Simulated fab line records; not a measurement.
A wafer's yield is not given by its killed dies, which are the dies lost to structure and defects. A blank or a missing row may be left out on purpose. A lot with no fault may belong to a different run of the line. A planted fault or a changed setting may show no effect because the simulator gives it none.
fab line records :: flow nand_harc
record:
  lots: 13
  wafers: 39
  last_day: 24
route steps=1159 shown A_CHANNEL_FILL_D1@510 THIN_TSV@1132 END@1159
lots with no fault: from the same line, run without faults
start_h: start of the lot's first displayed wafer, in hours after the record's first day :: wait_h: hours since the lot's step before :: " same as the row above :: L1.1+2: a single row standing in for several wafers :: - either no value or no given start :: * or withheld: withheld :: < > ~ a bound
route shown NAME@n: a module of which the file shows steps, and the number in the route of the first :: usual: average and standard deviation across the fault-free wafers :: same: alike in all rows :: chamber/n: place in a boat :: sites: per-site readings :: _std_site: standard deviation across them :: _edge_site: the outer-site mean with the inner-site mean subtracted :: radius_mm: for every site, how far away it sits from the centre of the wafer :: mask NAME#n: copy n :: behind: the tool/chamber that last shaped the wafer :: hold: reason for holding the lot/hours on hold/outcome of the hold :: device: names the non-switching transistor (n, p or np) :: end of line: tests run on the same wafers once the route is complete :: step lacking rows: just its recipe :: killed: count of dies lost to structure and defects at first sort (not the wafer's yield) :: map: shows each die of a wafer: x if killed, . if not, _ if none is there
set.NAME: the setting as run; set.NAME@STEP: as run at that earlier step :: model.NAME: the simulator's own value behind a step, which no gauge read
steps of the route over a sample of lots; a table a step, a row a wafer
services: when a tool's chamber went out of use (start_h, in hours from the record's first day, below 0 if earlier), for how many hours, and the reason
== steps ==
step: NHARC_A_CHANNEL_FILL_D1_PRECLEAN_30
recipe:
  time_s: 30
  chemistry: dHF
lot.wafer: L920.5+6+1
tool: wet_bench-07
chamber: 2,4,5
start_h: 222.45
wait_h: -

lot.wafer: L922.4+5+6
tool: wet_bench-06
chamber: 2,4,6
start_h: 238.03
wait_h: -

lot.wafer: L924.5+6+1
tool: wet_bench-06
chamber: 6,1,2
start_h: 241.71
wait_h: -

lot.wafer: L923.1+6+4
tool: wet_bench-06
chamber: 6,7,0
start_h: 246.43
wait_h: -

lot.wafer: L921.6+1+3
tool: wet_bench-03
chamber: 5,7,0
start_h: 246.74
wait_h: -

lot.wafer: L925.6+2+1
tool: wet_bench-07
chamber: 3,6,7
start_h: 255.40
wait_h: -

lot.wafer: L927.3+2+6
tool: wet_bench-03
chamber: 4,6,7
start_h: 279.91
wait_h: -

lot.wafer: L926.1+5+3
tool: wet_bench-06
chamber: 5,6,0
start_h: 279.99
wait_h: -

lot.wafer: L929.1+6+2
tool: wet_bench-03
chamber: 4,6,0
start_h: 285.32
wait_h: -

lot.wafer: L938.4+3+6
tool: wet_bench-06
chamber: 5,6,0
start_h: 333.31
wait_h: -

lot.wafer: L941.1+3+6
tool: wet_bench-06
chamber: 7,1,2
start_h: 344.14
wait_h: -

lot.wafer: L940.5+1+2
tool: wet_bench-06
chamber: 1,3,5
start_h: 344.18
wait_h: -

lot.wafer: L942.2+6+1
tool: wet_bench-07
chamber: 1,4,5
start_h: 366.07
wait_h: -
step: NHARC_THIN_TSV_ANNEAL_52
recipe:
  temp_c: 225
  time_s: 90
usual:
  anneal_temp_c_max: 225.70/0.22
  wafer_temp_C_max: 225.9/0.37
lot.wafer: L920.1
tool: rtp_anneal-02
chamber: 0
start_h: 417.89
wait_h: 0.7
anneal_temp_c_max: 225.80
wafer_temp_C_max: 225.7

lot.wafer: L920.5
tool: rtp_anneal-02
chamber: 0
start_h: 417.89
wait_h: 0.7
anneal_temp_c_max: 225.51
wafer_temp_C_max: 225.5

lot.wafer: L920.6
tool: rtp_anneal-02
chamber: 0
start_h: 417.89
wait_h: 0.7
anneal_temp_c_max: 225.42
wafer_temp_C_max: 225.4

lot.wafer: L922.4
tool: rtp_anneal-01
chamber: 0
start_h: 433.02
wait_h: 0.5
anneal_temp_c_max: 226.14
wafer_temp_C_max: 226.3

lot.wafer: L922.5
tool: rtp_anneal-01
chamber: 0
start_h: 433.02
wait_h: 0.5
anneal_temp_c_max: 225.67
wafer_temp_C_max: 226.2

lot.wafer: L922.6
tool: rtp_anneal-01
chamber: 0
start_h: 433.02
wait_h: 0.5
anneal_temp_c_max: 225.60
wafer_temp_C_max: 226.1

lot.wafer: L923.1
tool: rtp_anneal-01
chamber: 0
start_h: 438.46
wait_h: 0.5
anneal_temp_c_max: 225.70
wafer_temp_C_max: 226.1

lot.wafer: L923.4
tool: rtp_anneal-01
chamber: 0
start_h: 438.46
wait_h: 0.5
anneal_temp_c_max: 225.79
wafer_temp_C_max: 226.5

lot.wafer: L923.6
tool: rtp_anneal-01
chamber: 0
start_h: 438.46
wait_h: 0.5
anneal_temp_c_max: 225.57
wafer_temp_C_max: 226.1

lot.wafer: L921.1
tool: rtp_anneal-02
chamber: 0
start_h: 439.74
wait_h: 0.6
anneal_temp_c_max: 225.64
wafer_temp_C_max: 225.8

lot.wafer: L921.3
tool: rtp_anneal-02
chamber: 0
start_h: 439.74
wait_h: 0.6
anneal_temp_c_max: 225.89
wafer_temp_C_max: 225.6

lot.wafer: L921.6
tool: rtp_anneal-02
chamber: 0
start_h: 439.74
wait_h: 0.6
anneal_temp_c_max: 225.99
wafer_temp_C_max: 225.8

lot.wafer: L924.1
tool: rtp_anneal-01
chamber: 0
start_h: 446.52
wait_h: 0.6
anneal_temp_c_max: 225.93
wafer_temp_C_max: 226.0

lot.wafer: L924.5
tool: rtp_anneal-01
chamber: 0
start_h: 446.52
wait_h: 0.6
anneal_temp_c_max: 225.95
wafer_temp_C_max: 225.9

lot.wafer: L924.6
tool: rtp_anneal-01
chamber: 0
start_h: 446.52
wait_h: 0.6
anneal_temp_c_max: 225.87
wafer_temp_C_max: 226.3

lot.wafer: L925.1
tool: rtp_anneal-01
chamber: 0
start_h: 447.69
wait_h: 0.5
anneal_temp_c_max: 225.96
wafer_temp_C_max: 226.3

lot.wafer: L925.2
tool: rtp_anneal-01
chamber: 0
start_h: 447.69
wait_h: 0.5
anneal_temp_c_max: 225.99
wafer_temp_C_max: 226.2

lot.wafer: L925.6
tool: rtp_anneal-01
chamber: 0
start_h: 447.69
wait_h: 0.5
anneal_temp_c_max: 226.09
wafer_temp_C_max: 226.3

lot.wafer: L927.2
tool: rtp_anneal-02
chamber: 0
start_h: 482.84
wait_h: 0.6
anneal_temp_c_max: 225.33
wafer_temp_C_max: 225.8

lot.wafer: L927.3
tool: rtp_anneal-02
chamber: 0
start_h: 482.84
wait_h: 0.6
anneal_temp_c_max: 225.42
wafer_temp_C_max: 225.6

lot.wafer: L927.6
tool: rtp_anneal-02
chamber: 0
start_h: 482.84
wait_h: 0.6
anneal_temp_c_max: 225.56
wafer_temp_C_max: 225.4

lot.wafer: L926.1
tool: rtp_anneal-02
chamber: 0
start_h: 493.16
wait_h: 0.6
anneal_temp_c_max: 225.85
wafer_temp_C_max: 225.9

lot.wafer: L926.3
tool: rtp_anneal-02
chamber: 0
start_h: 493.16
wait_h: 0.6
anneal_temp_c_max: 226.10
wafer_temp_C_max: 225.3

lot.wafer: L926.5
tool: rtp_anneal-02
chamber: 0
start_h: 493.16
wait_h: 0.6
anneal_temp_c_max: 225.47
wafer_temp_C_max: 225.5

lot.wafer: L929.1
tool: rtp_anneal-01
chamber: 0
start_h: 494.34
wait_h: 0.6
anneal_temp_c_max: 225.61
wafer_temp_C_max: 226.0

lot.wafer: L929.2
tool: rtp_anneal-01
chamber: 0
start_h: 494.34
wait_h: 0.6
anneal_temp_c_max: 225.61
wafer_temp_C_max: 226.5

lot.wafer: L929.6
tool: rtp_anneal-01
chamber: 0
start_h: 494.34
wait_h: 0.6
anneal_temp_c_max: 225.79
wafer_temp_C_max: 225.8

lot.wafer: L938.3
tool: rtp_anneal-01
chamber: 0
start_h: 544.44
wait_h: 0.4
anneal_temp_c_max: 225.69
wafer_temp_C_max: 226.1

lot.wafer: L938.4
tool: rtp_anneal-01
chamber: 0
start_h: 544.44
wait_h: 0.4
anneal_temp_c_max: 225.79
wafer_temp_C_max: 226.0

lot.wafer: L938.6
tool: rtp_anneal-01
chamber: 0
start_h: 544.44
wait_h: 0.4
anneal_temp_c_max: 225.72
wafer_temp_C_max: 226.1

lot.wafer: L940.1
tool: rtp_anneal-02
chamber: 0
start_h: 551.35
wait_h: 0.6
anneal_temp_c_max: 225.55
wafer_temp_C_max: 225.7

lot.wafer: L940.2
tool: rtp_anneal-02
chamber: 0
start_h: 551.35
wait_h: 0.6
anneal_temp_c_max: 225.50
wafer_temp_C_max: 226.3

lot.wafer: L940.5
tool: rtp_anneal-02
chamber: 0
start_h: 551.35
wait_h: 0.6
anneal_temp_c_max: 225.40
wafer_temp_C_max: 225.8

lot.wafer: L941.1
tool: rtp_anneal-02
chamber: 0
start_h: 552.57
wait_h: 0.7
anneal_temp_c_max: 225.63
wafer_temp_C_max: 225.7

lot.wafer: L941.3
tool: rtp_anneal-02
chamber: 0
start_h: 552.57
wait_h: 0.7
anneal_temp_c_max: 225.81
wafer_temp_C_max: 225.6

lot.wafer: L941.6
tool: rtp_anneal-02
chamber: 0
start_h: 552.57
wait_h: 0.7
anneal_temp_c_max: 225.78
wafer_temp_C_max: 225.8

lot.wafer: L942.1
tool: rtp_anneal-02
chamber: 0
start_h: 558.18
wait_h: 0.5
anneal_temp_c_max: 225.64
wafer_temp_C_max: 225.8

lot.wafer: L942.2
tool: rtp_anneal-02
chamber: 0
start_h: 558.18
wait_h: 0.5
anneal_temp_c_max: 225.73
wafer_temp_C_max: 225.8

lot.wafer: L942.6
tool: rtp_anneal-02
chamber: 0
start_h: 558.18
wait_h: 0.5
anneal_temp_c_max: 225.95
wafer_temp_C_max: 225.6
step: NHARC_THIN_TSV_DEGAS_53
recipe:
  temp_c: 300
  time_s: 60
usual:
  heater_power_w: 479/34
lot.wafer: L920.1
tool: pvd_sputter-01
chamber: -
start_h: 419.02
wait_h: 0.1
heater_power_w: 425

lot.wafer: L920.5
tool: pvd_sputter-01
chamber: -
start_h: 419.02
wait_h: 0.1
heater_power_w: 450

lot.wafer: L920.6
tool: pvd_sputter-01
chamber: -
start_h: 419.02
wait_h: 0.1
heater_power_w: 425

lot.wafer: L922.4
tool: pvd_sputter-03
chamber: -
start_h: 433.67
wait_h: 0.1
heater_power_w: 539

lot.wafer: L922.6
tool: pvd_sputter-03
chamber: -
start_h: 433.67
wait_h: 0.1
heater_power_w: 548

lot.wafer: L922.5
tool: pvd_sputter-03
chamber: -
start_h: 433.67
wait_h: 0.1
heater_power_w: 510

lot.wafer: L923.4
tool: pvd_sputter-01
chamber: -
start_h: 439.30
wait_h: 0.1
heater_power_w: 450

lot.wafer: L923.1
tool: pvd_sputter-01
chamber: -
start_h: 439.30
wait_h: 0.1
heater_power_w: 462

lot.wafer: L923.6
tool: pvd_sputter-01
chamber: -
start_h: 439.30
wait_h: 0.1
heater_power_w: 475

lot.wafer: L921.1
tool: pvd_sputter-02
chamber: -
start_h: 440.54
wait_h: 0.1
heater_power_w: 451

lot.wafer: L921.3
tool: pvd_sputter-02
chamber: -
start_h: 440.54
wait_h: 0.1
heater_power_w: 485

lot.wafer: L921.6
tool: pvd_sputter-02
chamber: -
start_h: 440.54
wait_h: 0.1
heater_power_w: 471

lot.wafer: L924.1
tool: pvd_sputter-03
chamber: -
start_h: 447.32
wait_h: 0.1
heater_power_w: 497

lot.wafer: L924.5
tool: pvd_sputter-03
chamber: -
start_h: 447.32
wait_h: 0.1
heater_power_w: 515

lot.wafer: L924.6
tool: pvd_sputter-03
chamber: -
start_h: 447.32
wait_h: 0.1
heater_power_w: 502

lot.wafer: L925.2
tool: pvd_sputter-03
chamber: -
start_h: 448.52
wait_h: 0.1
heater_power_w: 489

lot.wafer: L925.1
tool: pvd_sputter-03
chamber: -
start_h: 448.52
wait_h: 0.1
heater_power_w: 533

lot.wafer: L925.6
tool: pvd_sputter-03
chamber: -
start_h: 448.52
wait_h: 0.1
heater_power_w: 498

lot.wafer: L927.2
tool: pvd_sputter-01
chamber: -
start_h: 483.59
wait_h: 0.1
heater_power_w: 456

lot.wafer: L927.3
tool: pvd_sputter-01
chamber: -
start_h: 483.59
wait_h: 0.1
heater_power_w: 467

lot.wafer: L927.6
tool: pvd_sputter-01
chamber: -
start_h: 483.59
wait_h: 0.1
heater_power_w: 431

lot.wafer: L926.3
tool: pvd_sputter-01
chamber: -
start_h: 493.96
wait_h: 0.1
heater_power_w: 468

lot.wafer: L926.1
tool: pvd_sputter-01
chamber: -
start_h: 493.96
wait_h: 0.1
heater_power_w: 433

lot.wafer: L926.5
tool: pvd_sputter-01
chamber: -
start_h: 493.96
wait_h: 0.1
heater_power_w: 462

lot.wafer: L929.2
tool: pvd_sputter-02
chamber: -
start_h: 495.14
wait_h: 0.1
heater_power_w: 449

lot.wafer: L929.1
tool: pvd_sputter-02
chamber: -
start_h: 495.14
wait_h: 0.1
heater_power_w: 463

lot.wafer: L929.6
tool: pvd_sputter-02
chamber: -
start_h: 495.14
wait_h: 0.1
heater_power_w: 474

lot.wafer: L938.3
tool: pvd_sputter-01
chamber: -
start_h: 545.15
wait_h: 0.1
heater_power_w: 438

lot.wafer: L938.4
tool: pvd_sputter-01
chamber: -
start_h: 545.15
wait_h: 0.1
heater_power_w: 413

lot.wafer: L938.6
tool: pvd_sputter-01
chamber: -
start_h: 545.15
wait_h: 0.1
heater_power_w: 445

lot.wafer: L940.1
tool: pvd_sputter-03
chamber: -
start_h: 552.16
wait_h: 0.1
heater_power_w: 513

lot.wafer: L940.2
tool: pvd_sputter-03
chamber: -
start_h: 552.16
wait_h: 0.1
heater_power_w: 509

lot.wafer: L940.5
tool: pvd_sputter-03
chamber: -
start_h: 552.16
wait_h: 0.1
heater_power_w: 519

lot.wafer: L941.3
tool: pvd_sputter-03
chamber: -
start_h: 553.42
wait_h: 0.1
heater_power_w: 528

lot.wafer: L941.1
tool: pvd_sputter-03
chamber: -
start_h: 553.42
wait_h: 0.1
heater_power_w: 515

lot.wafer: L941.6
tool: pvd_sputter-03
chamber: -
start_h: 553.42
wait_h: 0.1
heater_power_w: 515

lot.wafer: L942.2
tool: pvd_sputter-02
chamber: -
start_h: 558.98
wait_h: 0.1
heater_power_w: 448

lot.wafer: L942.1
tool: pvd_sputter-02
chamber: -
start_h: 558.98
wait_h: 0.1
heater_power_w: 485

lot.wafer: L942.6
tool: pvd_sputter-02
chamber: -
start_h: 558.98
wait_h: 0.1
heater_power_w: 478
step: NHARC_THIN_TSV_ETCH_36
recipe:
  target_depth_a: 650
  over_etch_frac: 0.3
  time_s: 18.571
  ion_energy_ev: 150
  chemistry: Cl2/BCl3
usual:
  drypump_motor_current_A: 5.3/0.38
  oes_product_au: 1.002/0.012
lot.wafer: L920.1
tool: rie_metal-02
chamber: 1
start_h: 420.73
wait_h: 0.2
drypump_motor_current_A: 4.8
oes_product_au: 1.028
rf_hours_counter_h: 0.7

lot.wafer: L920.6
tool: rie_metal-02
chamber: 0
start_h: 420.73
wait_h: 0.2
drypump_motor_current_A: 6.1
oes_product_au: 1.002
rf_hours_counter_h: -

lot.wafer: L920.5
tool: rie_metal-02
chamber: 1
start_h: 420.73
wait_h: 0.2
drypump_motor_current_A: 4.8
oes_product_au: 1.019
rf_hours_counter_h: -

lot.wafer: L922.4
tool: rie_metal-03
chamber: 1
start_h: 435.37
wait_h: 0.2
drypump_motor_current_A: 5.3
oes_product_au: 0.982
rf_hours_counter_h: -

lot.wafer: L922.6
tool: rie_metal-03
chamber: 0
start_h: 435.37
wait_h: 0.2
drypump_motor_current_A: 5.3
oes_product_au: 1.003
rf_hours_counter_h: -

lot.wafer: L922.5
tool: rie_metal-03
chamber: 1
start_h: 435.37
wait_h: 0.2
drypump_motor_current_A: 5.3
oes_product_au: 0.994
rf_hours_counter_h: -

lot.wafer: L923.1
tool: rie_metal-01
chamber: 0
start_h: 440.97
wait_h: 0.2
drypump_motor_current_A: 5.8
oes_product_au: 1.007
rf_hours_counter_h: 3.6

lot.wafer: L923.4
tool: rie_metal-01
chamber: 1
start_h: 440.97
wait_h: 0.2
drypump_motor_current_A: 5.2
oes_product_au: 1.006
rf_hours_counter_h: -

lot.wafer: L923.6
tool: rie_metal-01
chamber: 1
start_h: 440.97
wait_h: 0.2
drypump_motor_current_A: 5.2
oes_product_au: 1.006
rf_hours_counter_h: -

lot.wafer: L921.1
tool: rie_metal-02
chamber: 1
start_h: 442.13
wait_h: 0.2
drypump_motor_current_A: 4.8
oes_product_au: 1.025
rf_hours_counter_h: 1.8

lot.wafer: L921.3
tool: rie_metal-02
chamber: 0
start_h: 442.13
wait_h: 0.2
drypump_motor_current_A: 6.1
oes_product_au: 1.009
rf_hours_counter_h: -

lot.wafer: L921.6
tool: rie_metal-02
chamber: 1
start_h: 442.13
wait_h: 0.2
drypump_motor_current_A: 4.8
oes_product_au: 1.025
rf_hours_counter_h: -

lot.wafer: L924.1
tool: rie_metal-02
chamber: 1
start_h: 449.02
wait_h: 0.2
drypump_motor_current_A: 4.8
oes_product_au: 1.008
rf_hours_counter_h: 2.0

lot.wafer: L924.6
tool: rie_metal-02
chamber: 1
start_h: 449.02
wait_h: 0.2
drypump_motor_current_A: 4.8
oes_product_au: 1.021
rf_hours_counter_h: -

lot.wafer: L924.5
tool: rie_metal-02
chamber: 0
start_h: 449.02
wait_h: 0.2
drypump_motor_current_A: 6.1
oes_product_au: 0.996
rf_hours_counter_h: -

lot.wafer: L925.2
tool: rie_metal-03
chamber: 0
start_h: 450.26
wait_h: 0.3
drypump_motor_current_A: 5.3
oes_product_au: 1.005
rf_hours_counter_h: 5.2

lot.wafer: L925.1
tool: rie_metal-03
chamber: 1
start_h: 450.26
wait_h: 0.3
drypump_motor_current_A: 5.3
oes_product_au: 0.989
rf_hours_counter_h: 3.9

lot.wafer: L925.6
tool: rie_metal-03
chamber: 1
start_h: 450.26
wait_h: 0.3
drypump_motor_current_A: 5.3
oes_product_au: 0.998
rf_hours_counter_h: -

lot.wafer: L927.2
tool: rie_metal-01
chamber: 1
start_h: 485.16
wait_h: 0.2
drypump_motor_current_A: 5.1
oes_product_au: 1.001
rf_hours_counter_h: 5.1

lot.wafer: L927.3
tool: rie_metal-01
chamber: 1
start_h: 485.16
wait_h: 0.2
drypump_motor_current_A: 5.2
oes_product_au: 1.014
rf_hours_counter_h: -

lot.wafer: L927.6
tool: rie_metal-01
chamber: 1
start_h: 485.16
wait_h: 0.2
drypump_motor_current_A: 5.2
oes_product_au: 1.021
rf_hours_counter_h: -

lot.wafer: L926.1
tool: rie_metal-03
chamber: 1
start_h: 495.66
wait_h: 0.2
drypump_motor_current_A: 5.3
oes_product_au: 1.005
rf_hours_counter_h: 0.9

lot.wafer: L926.3
tool: rie_metal-03
chamber: 0
start_h: 495.66
wait_h: 0.2
drypump_motor_current_A: 5.3
oes_product_au: 0.987
rf_hours_counter_h: -

lot.wafer: L926.5
tool: rie_metal-03
chamber: 0
start_h: 495.66
wait_h: 0.2
drypump_motor_current_A: 5.3
oes_product_au: 0.991
rf_hours_counter_h: -

lot.wafer: L929.1
tool: rie_metal-02
chamber: 0
start_h: 496.70
wait_h: 0.2
drypump_motor_current_A: 6.1
oes_product_au: 1.004
rf_hours_counter_h: 3.1

lot.wafer: L929.2
tool: rie_metal-02
chamber: 1
start_h: 496.70
wait_h: 0.2
drypump_motor_current_A: 4.8
oes_product_au: 1.020
rf_hours_counter_h: 3.1

lot.wafer: L929.6
tool: rie_metal-02
chamber: 0
start_h: 496.70
wait_h: 0.2
drypump_motor_current_A: 6.1
oes_product_au: 0.992
rf_hours_counter_h: -

lot.wafer: L938.3
tool: rie_metal-03
chamber: 1
start_h: 546.85
wait_h: 0.1
drypump_motor_current_A: 5.3
oes_product_au: 0.993
rf_hours_counter_h: -

lot.wafer: L938.4
tool: rie_metal-03
chamber: 0
start_h: 546.85
wait_h: 0.1
drypump_motor_current_A: 5.4
oes_product_au: 0.984
rf_hours_counter_h: -

lot.wafer: L938.6
tool: rie_metal-03
chamber: 1
start_h: 546.85
wait_h: 0.1
drypump_motor_current_A: 5.3
oes_product_au: 0.982
rf_hours_counter_h: -

lot.wafer: L940.1
tool: rie_metal-02
chamber: 1
start_h: 553.92
wait_h: 0.4
drypump_motor_current_A: 4.8
oes_product_au: 1.012
rf_hours_counter_h: 6.5

lot.wafer: L940.2
tool: rie_metal-02
chamber: 1
start_h: 553.92
wait_h: 0.4
drypump_motor_current_A: 4.8
oes_product_au: 1.015
rf_hours_counter_h: -

lot.wafer: L940.5
tool: rie_metal-02
chamber: 1
start_h: 553.92
wait_h: 0.4
drypump_motor_current_A: 4.8
oes_product_au: 1.006
rf_hours_counter_h: -

lot.wafer: L941.1
tool: rie_metal-02
chamber: 1
start_h: 555.18
wait_h: 0.4
drypump_motor_current_A: 4.8
oes_product_au: 1.030
rf_hours_counter_h: 7.0

lot.wafer: L941.3
tool: rie_metal-02
chamber: 1
start_h: 555.18
wait_h: 0.4
drypump_motor_current_A: 4.8
oes_product_au: 1.024
rf_hours_counter_h: -

lot.wafer: L941.6
tool: rie_metal-02
chamber: 1
start_h: 555.18
wait_h: 0.4
drypump_motor_current_A: 4.8
oes_product_au: 1.018
rf_hours_counter_h: -

lot.wafer: L942.2
tool: rie_metal-03
chamber: 0
start_h: 560.55
wait_h: 0.2
drypump_motor_current_A: 5.4
oes_product_au: 0.982
rf_hours_counter_h: 3.0

lot.wafer: L942.1
tool: rie_metal-03
chamber: 1
start_h: 560.55
wait_h: 0.2
drypump_motor_current_A: 5.3
oes_product_au: 0.989
rf_hours_counter_h: 3.4

lot.wafer: L942.6
tool: rie_metal-03
chamber: 0
start_h: 560.55
wait_h: 0.2
drypump_motor_current_A: 5.4
oes_product_au: 0.985
rf_hours_counter_h: -
step: NHARC_END_SORT_01
recipe:
  temp_c: 25
usual:
  killed_at_array: 28/10
  killed_at_other: 0.6/1.1
  killed_at_periphery: 3.6/2.6
  killed_dies: 32/10
  killed_open: 3.3/1.8
  killed_short: 1.9/1.4
same:
  gross_dies: 677
lot.wafer: L927.2
tool: prober-02
chamber: 0
start_h: 493.34
wait_h: 2.8
killed_at_array: 89
killed_at_other: 0
killed_at_periphery: 6
killed_dies: 95
killed_open: 3
killed_short: 3

lot.wafer: L927.3
tool: prober-02
chamber: 0
start_h: 494.14
wait_h: 3.1
killed_at_array: 117
killed_at_other: 2
killed_at_periphery: 5
killed_dies: 124
killed_open: 5
killed_short: 3

lot.wafer: L927.6
tool: prober-02
chamber: 0
start_h: 496.55
wait_h: 4.0
killed_at_array: 69
killed_at_other: 0
killed_at_periphery: 4
killed_dies: 73
killed_open: 4
killed_short: 2

lot.wafer: L929.1
tool: prober-01
chamber: 0
start_h: 505.30
wait_h: 2.5
killed_at_array: 111
killed_at_other: 1
killed_at_periphery: 0
killed_dies: 112
killed_open: 2
killed_short: 1

lot.wafer: L929.2
tool: prober-01
chamber: 0
start_h: 506.11
wait_h: 2.8
killed_at_array: 120
killed_at_other: 3
killed_at_periphery: 4
killed_dies: 127
killed_open: 1
killed_short: 3

lot.wafer: L929.6
tool: prober-01
chamber: 0
start_h: 509.32
wait_h: 4.0
killed_at_array: 115
killed_at_other: 1
killed_at_periphery: 2
killed_dies: 118
killed_open: 4
killed_short: 2
killed by level:class
L927.2 A_CHANNEL_FILL_D1:unspecified=65 A_CHANNEL_HOLE_D1:chamber_film_flake=17 A_CONTACT:chamber_film_flake=2 P_GATE:geometric_particle:short=1 P_GATE:geometric_particle:open=1 P_M0:geometric_particle:open=1 P_M2:geometric_particle:open=1 A_CHANNEL_HOLE_D1:geometric_particle:short=1
L927.3 A_CHANNEL_FILL_D1:unspecified=87 A_CHANNEL_HOLE_D1:chamber_film_flake=12 P_M1:chamber_film_flake=3 A_CHANNEL_FILL_D1:chamber_film_flake=3 A_STAIRCASE:chamber_film_flake=2 A_WL_FILL:chamber_film_flake=2 A_CONTACT:chamber_film_flake=2 THIN_TSV:chamber_film_flake=2
L927.6 A_CHANNEL_FILL_D1:unspecified=44 A_CHANNEL_HOLE_D1:chamber_film_flake=12 A_CONTACT:chamber_film_flake=4 P_M0:geometric_particle:open=2 P_M1:chamber_film_flake=2 A_WL_FILL:chamber_film_flake=2 A_CHANNEL_FILL_D1:geometric_particle:short=1 A_WL_FILL:geometric_particle:short=1
L929.1 A_CHANNEL_FILL_D1:unspecified=82 A_CHANNEL_HOLE_D1:chamber_film_flake=15 A_SLIT:chamber_film_flake=7 A_STAIRCASE:chamber_film_flake=2 A_SOURCE_PLATE:geometric_particle:open=1 A_CHANNEL_FILL_D1:geometric_particle:open=1 A_CHANNEL_FILL_D1:geometric_particle:short=1 A_ZERO_WELL:chamber_film_flake=1
L929.2 A_CHANNEL_FILL_D1:unspecified=87 A_CHANNEL_HOLE_D1:chamber_film_flake=21 A_SLIT:chamber_film_flake=5 P_STI:chamber_film_flake=3 THIN_TSV:chamber_film_flake=3 A_WL_FILL:chamber_film_flake=2 P_M0:geometric_particle:short=1 A_SOURCE_PLATE:geometric_particle:short=1
L929.6 A_CHANNEL_FILL_D1:unspecified=71 A_SLIT:chamber_film_flake=17 A_CHANNEL_HOLE_D1:chamber_film_flake=16 A_M0:geometric_particle:open=2 A_CHANNEL_FILL_D1:chamber_film_flake=2 A_STAIRCASE:chamber_film_flake=2 P_M0:geometric_particle:short=1 A_ONON_D1:geometric_particle:open=1
== services ==
tool: pvd_sputter-03
chamber: -
start_h: 204.25
hours: 5.1
kind: repair

tool: rie_metal-02
chamber: -
start_h: 211.00
hours: 9.0
kind: pm

tool: wet_bench-03
chamber: -
start_h: 212.38
hours: 27.4
kind: repair

tool: pvd_sputter-02
chamber: -
start_h: 214.06
hours: 10.0
kind: pm

tool: rie_metal-03
chamber: 1
start_h: 224.21
hours: 1.0
kind: repair

tool: pvd_sputter-02
chamber: -
start_h: 250.20
hours: 1.5
kind: repair

tool: wet_bench-07
chamber: -
start_h: 265.43
hours: 1.8
kind: repair

tool: rie_metal-03
chamber: -
start_h: 276.00
hours: 9.0
kind: pm

tool: pvd_sputter-03
chamber: -
start_h: 280.02
hours: 10.0
kind: pm

tool: rie_metal-02
chamber: -
start_h: 282.12
hours: 0.1
kind: repair

tool: rtp_anneal-02
chamber: -
start_h: 300.09
hours: 12.0
kind: pm

tool: wet_bench-06
chamber: -
start_h: 305.60
hours: 8.0
kind: pm

tool: rie_metal-03
chamber: 1
start_h: 330.75
hours: 2.4
kind: repair

tool: pvd_sputter-01
chamber: -
start_h: 336.00
hours: 10.0
kind: pm

tool: rie_metal-03
chamber: 1
start_h: 339.93
hours: 26.2
kind: repair

tool: pvd_sputter-03
chamber: -
start_h: 357.89
hours: 5.2
kind: repair

tool: rie_metal-02
chamber: -
start_h: 388.00
hours: 9.0
kind: pm

tool: rie_metal-03
chamber: -
start_h: 453.00
hours: 9.0
kind: pm

tool: pvd_sputter-03
chamber: -
start_h: 458.02
hours: 10.0
kind: pm

tool: wet_bench-06
chamber: -
start_h: 481.60
hours: 8.0
kind: pm

tool: rie_metal-02
chamber: 0
start_h: 498.15
hours: 77.1
kind: repair

tool: pvd_sputter-01
chamber: -
start_h: 514.00
hours: 10.0
kind: pm

tool: rie_metal-03
chamber: 0
start_h: 527.06
hours: 1.2
kind: repair

tool: pvd_sputter-01
chamber: -
start_h: 530.50
hours: 4.3
kind: repair
== key ==
first_sign:
  step: NHARC_END_SORT_01
  reading: killed_at_array
  direction: up
  sigmas: 7.4
  usual: 28
  struck: 104
effect:
  step: NHARC_END_SORT_01
  reading: killed_dies
  direction: up
  sigmas: 7.4
  usual: 32
  struck: 108
more_kills_born_at:
  NHARC_A_CHANNEL_FILL_D1_PRECLEAN_30@wet_bench-03: 436
met_at NHARC_A_CHANNEL_FILL_D1_PRECLEAN_30
struck_lots L927,L929
tester_left_out L927,L929
not_acting_at NHARC_THIN_TSV_ANNEAL_52,NHARC_THIN_TSV_DEGAS_53,NHARC_THIN_TSV_ETCH_36
onset_between 246.74 279.91
fault:
  kind: chamber_particle_source
  tool: wet_bench-03
  chamber: -
  onset_h: 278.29
  steps: NHARC_A_CHANNEL_FILL_D1_PRECLEAN_30
  rate_per_visit_cm2: 0.80142
  end_h: 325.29
tester_left_out: of these lots the tester's yield and bins aren't shown, on N5 and GAA mostly nor the transistor test; their killed dies are dies lost to structure and defects alone, not to doping, threshold or leakage, so they don't give the yield
